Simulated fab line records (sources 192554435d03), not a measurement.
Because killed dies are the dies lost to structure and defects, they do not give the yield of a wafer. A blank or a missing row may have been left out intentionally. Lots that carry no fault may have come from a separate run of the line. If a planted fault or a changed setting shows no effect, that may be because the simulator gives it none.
The tool behind it: which one? ; flow n5Finfet ; 24 lots with 72 wafers sampled at 3 steps, on a route of 1938 steps

== WHAT THE GAUGES READ, wafer by wafer ==
N5_BEOL_M7_THK_MEAS_01. Usual: for M7_ILD_THK the level is 155.5 nm and the standard deviation is 2.1.
lot;measured;on;M7_ILD_THK (nm);flag
L074;day 8 21:17;filmMetro-01;156.3 152.2 154.4;
L075;day 9 14:41;filmMetro-02;152.2 153.4 157.7;
L077;day 9 17:53;filmMetro-01;154.4 153.1 153.3;
L076;day 9 19:21;filmMetro-01;152.2 158.7 154.2;
L078;day 9 19:58;filmMetro-02;155.2 154.2 159.0;
L079;day 10 07:38;filmMetro-01;154.6 156.8 158.1;
L080;day 10 08:08;filmMetro-02;153.9 155.5 159.1;
L081;day 10 20:29;filmMetro-01;153.3 156.3 157.9;
L082;day 10 22:26;filmMetro-02;154.5 155.5 157.7;
L084;day 11 06:47;filmMetro-02;156.6 153.5 157.4;
L083;day 11 15:08;filmMetro-02;156.4 157.2 158.4;
L085;day 11 22:53;filmMetro-01;151.5 158.2 155.0;
L088;day 12 17:15;filmMetro-01;155.2 160.1 155.5;
L086;day 12 19:04;filmMetro-02;152.9 151.8 156.9;
L087;day 12 19:16;filmMetro-02;153.8 152.8 153.7;
L089;day 13 00:53;filmMetro-02;154.5 155.8 157.8;
L090;day 13 05:49;filmMetro-01;152.7 155.7 154.4;
L092;day 13 06:10;filmMetro-01;154.3 155.5 158.7;
L091;day 13 12:10;filmMetro-02;156.1 158.6 158.6;
L093;day 13 23:46;filmMetro-01;153.4 155.4 156.3;
L095;day 14 16:03;filmMetro-01;153.8 156.9 157.2;
L094;day 14 17:16;filmMetro-01;156.5 154.8 156.7;
L096;day 14 18:42;filmMetro-01;152.9 154.7 154.8;
L097;day 14 19:50;filmMetro-02;152.6 154.4 154.0;

N5_BEOL_M7_OVL_MEAS_12. Usual: for M7_OVL the level is -0.6 nm and the standard deviation is 0.93.
lot;measured;on;M7_OVL (nm);flag
L074;day 8 22:38;overlay-02;-1.0 -0.3 0.7;
L075;day 9 15:59;overlay-02;1.4 1.6 1.9;
L077;day 9 18:23;overlay-01;-1.7 -0.4 -0.7;
L076;day 9 20:46;overlay-01;-1.9 -0.6 -0.4;
L078;day 9 21:04;overlay-01;0.0 -0.1 0.4;
L079;day 10 11:29;overlay-02;-0.2 -1.1 -1.7;
L080;day 10 11:32;overlay-02;-1.9 -1.3 -2.0;
L081;day 10 22:17;overlay-01;-1.8 -1.7 -0.8;
L082;day 10 23:20;overlay-02;0.7 0.0 -1.6;
L084;day 11 08:29;overlay-01;0.4 0.6 1.0;
L083;day 11 16:08;overlay-01;-1.1 -0.8 -0.3;
L085;day 12 03:27;overlay-01;0.1 -0.8 -1.4;
L088;day 12 19:04;overlay-02;-1.1 -1.7 -1.7;
L086;day 12 20:14;overlay-01;0.7 1.4 -0.9;
L087;day 12 20:23;overlay-01;-0.1 -0.8 -0.9;
L089;day 13 01:33;overlay-02;-2.0 -0.6 -0.7;
L090;day 13 07:54;overlay-02;-1.3 -0.4 -1.1;
L092;day 13 08:04;overlay-02;1.8 0.2 0.4;
L091;day 13 13:22;overlay-01;-0.4 -0.4 -0.7;
L093;day 14 02:24;overlay-02;-1.0 -0.5 -1.1;
L095;day 14 17:50;overlay-01;-1.3 -1.2 -2.4;
L094;day 14 18:11;overlay-01;-1.1 -0.3 -1.0;
L096;day 14 21:06;overlay-02;-2.2 -1.4 -0.8;
L097;day 14 21:16;overlay-01;-0.1 -0.7 -0.8;

N5_BEOL_M7_INSPECT_13: inspects for defects (brightfield). Usual: rawDefectCount 376, standard deviation 91.
lot;measured;on;rawDefectCount;flag
L074;day 8 22:39;defectInspect-02;372 331 411;
L075;day 9 16:01;defectInspect-01;479 553 482;
L077;day 9 18:25;defectInspect-02;278 331 494;
L076;day 9 20:47;defectInspect-02;361 302 380;
L078;day 9 21:05;defectInspect-01;283 381 398;
L079;day 10 11:31;defectInspect-01;293 410 397;
L080;day 10 11:33;defectInspect-02;364 318 262;
L081;day 10 22:19;defectInspect-01;489 504 442;
L082;day 10 23:22;defectInspect-02;367 359 347;
L084;day 11 08:30;defectInspect-02;277 248 276;
L083;day 11 16:09;defectInspect-01;468 552 425;
L085;day 12 03:28;defectInspect-01;325 425 496;
L088;day 12 19:05;defectInspect-02;547 329 358;
L086;day 12 20:15;defectInspect-02;506 256 354;
L087;day 12 20:25;defectInspect-02;310 356 431;
L089;day 13 01:35;defectInspect-02;320 338 320;
L090;day 13 07:56;defectInspect-02;355 482 302;
L092;day 13 08:05;defectInspect-02;288 304 357;
L091;day 13 13:23;defectInspect-02;279 389 254;
L093;day 14 02:25;defectInspect-01;533 443 451;
L095;day 14 17:52;defectInspect-01;314 389 351;
L094;day 14 18:13;defectInspect-01;399 427 400;
L096;day 14 21:08;defectInspect-01;384 434 352;
L097;day 14 21:17;defectInspect-02;435 421 453;

== EACH LOT AND THE TOOL THAT RAN IT (in order: tool; ch and the chambers of the sampled wafers; start) ==
The record shows no process step preceding these readings.

== AS READ BY THE TOOLS THEMSELVES (means over the sampled wafers that have a number; for cases with no such wafer, the mark the record gives instead) ==
The record holds no such reading with a usual standard deviation.

== THE ANSWER, worked out from the rows above alone ==
Rule: a lot counts as off when the mean over its wafers that have a number is more than 3 standard deviations away from the usual mean. Also off: a lot with no number at a reading for which 4 or more lots have one. All remaining lots with rows at the step are treated as sound. The gauges are gone through in route order, then the tools' own readings, and for those a lot's mean is taken as printed above. At the first step where some lot is off, the reading lying furthest off is the one used; lots without a number count as furthest.
No lot is off at any reading shown: from this, nothing can be told.

== WHAT HAD BEEN PUT IN BY THE SIMULATOR ==
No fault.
